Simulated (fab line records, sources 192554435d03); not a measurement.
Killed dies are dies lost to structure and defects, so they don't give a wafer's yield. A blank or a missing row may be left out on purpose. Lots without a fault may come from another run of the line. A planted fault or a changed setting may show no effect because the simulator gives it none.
Problem report in the 8D (eight disciplines) form, filled by code | flow n5_finfet | the parts of the form that need people (team, actions taken, sign-off) are left out

1. THE PROBLEM
raw_defect_count at N5_FIN_SAQP_INSPECT_40 reads a mean of 846 on 3 wafers of 2 lots; wafers without a fault read 233 with a standard deviation of 71. That is +8.6 standard deviations from the usual mean.
The step: inspects for defects (brightfield).
First seen on wafer L519.3, day 5 17:54, on defect_inspect-01. The record holds 27 wafers of 9 lots with a number at this step. Rule for "out", or "out of limits": more than 4 standard deviations from the usual mean. The other wafers with a number count as sound.

2. WHAT IT IS AND WHAT IT IS NOT
question                    | is                                   | is not
which readings at this step | raw_defect_count                     | -
which lots                  | L519, L520                           | L505, L507, L508, L509, L516, L524, L527
which wafers of those lots  | L519.3, L520.3, L520.6               | L519.5, L519.6, L520.5
read on which gauges        | defect_inspect-01, defect_inspect-02 | -
when                        | from day 5 17:54                     | up to then (17 sound wafers); but 7 sound wafers of L520, L524, L527 came after

3. SUSPECTS, AND WHAT RULES EACH OUT
Counting: a tool at a process step up to the reading stays a suspect if it ran every lot that is out. Sound lots after the first of them don't rule it out here, since some wafers of a struck lot are sound.
- the gauge at N5_FIN_SAQP_INSPECT_40: ruled out. The wafers that are out were read on 2 gauges (defect_inspect-01, defect_inspect-02).
- rie_si-06 at N5_FIN_SAQP_ETCH_64 (etches SiO2 in CF4, target depth 1.5 nm): kept. It ran every lot that is out, first L519 (day 5 17:38); its last sound lot up to then is L509 (day 3 02:20).
- rie_si-06 at N5_FIN_SAQP_FIN_ETCH_36 (etches the open film in HBr/Cl2/O2, target depth 120 nm, time 50.4 s): kept. It ran every lot that is out, first L519 (day 5 17:39); its last sound lot up to then is L509 (day 3 02:22).
- Within rie_si-06 at N5_FIN_SAQP_ETCH_64: the wafers that are out ran in chamber 3; their sound lot-mates ran in chambers 0, 1.
- Within rie_si-06 at N5_FIN_SAQP_FIN_ETCH_36: the wafers that are out ran in chamber 3; their sound lot-mates ran in chambers 0, 1.
Left after counting: rie_si-06 at N5_FIN_SAQP_ETCH_64, rie_si-06 at N5_FIN_SAQP_FIN_ETCH_36.

4. THE CAUSE (what the simulator had put in)
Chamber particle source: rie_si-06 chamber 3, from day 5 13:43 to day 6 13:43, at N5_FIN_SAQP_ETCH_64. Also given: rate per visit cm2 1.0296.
Counting left 2 suspects, and this tool is among them.

5. THE CHAIN OF EFFECTS, in route order
Each row: a reading whose mean over the struck wafers that have a number lies more than 3 standard deviations from the usual. Only readings for which the record gives a usual standard deviation are gone through. hours: the time from each lot's start at the first step in this table that gives one to its start at this step, as a median over the lots. sigmas: the change in usual standard deviations.
hours | step                    | reading              | usual  | on struck wafers | change | sigmas
0     | N5_FIN_SAQP_INSPECT_40  | raw_defect_count     | 233    | 846              | +613   | +8.6
1     | N5_FIN_CUT_INSPECT_10   | raw_defect_count     | 42     | 692              | +650   | +54
265   | N5_PASSIVATION_PROBE_49 | defect_limited_yield | 91.2 % | 80.1             | -11.1  | -7.9
265   | N5_PASSIVATION_PROBE_49 | killed_at_front_end  | 42     | 164              | +122   | +10
265   | N5_PASSIVATION_PROBE_49 | killed_dies          | 104    | 235              | +131   | +7.7
265   | N5_PASSIVATION_PROBE_49 | sort_bin_5_function  | 5.1 %  | 12.9             | +7.8   | +8.3
265   | N5_PASSIVATION_PROBE_49 | sort_n_pass          | 1074   | 945              | -129   | -5.4
265   | N5_PASSIVATION_PROBE_49 | sort_yield_pct       | 91.1 % | 80.1             | -11.0  | -5.5
The process steps in it:
- N5_PASSIVATION_PROBE_49
Later measuring or inspecting steps at which every struck wafer that the step has a row for has a number for every such reading, and none has moved that far: N5_BEOL_M4_RC_MEAS_101.

6. WHAT WOULD HAVE CAUGHT IT SOONER
In this record the first reading out of limits at a measuring or inspecting step was taken at day 5 17:54, 4 hours after the fault began at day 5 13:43.
Of the tool readings at N5_FIN_SAQP_ETCH_64 for which the record gives a usual standard deviation, none was out on any struck wafer, so an alarm limit of 4 standard deviations on them would not have fired.
Of the lots that are out (2), L520 began N5_FIN_SAQP_ETCH_64 on rie_si-06 after day 5 17:54. A hold on the tool at that time would have spared it.
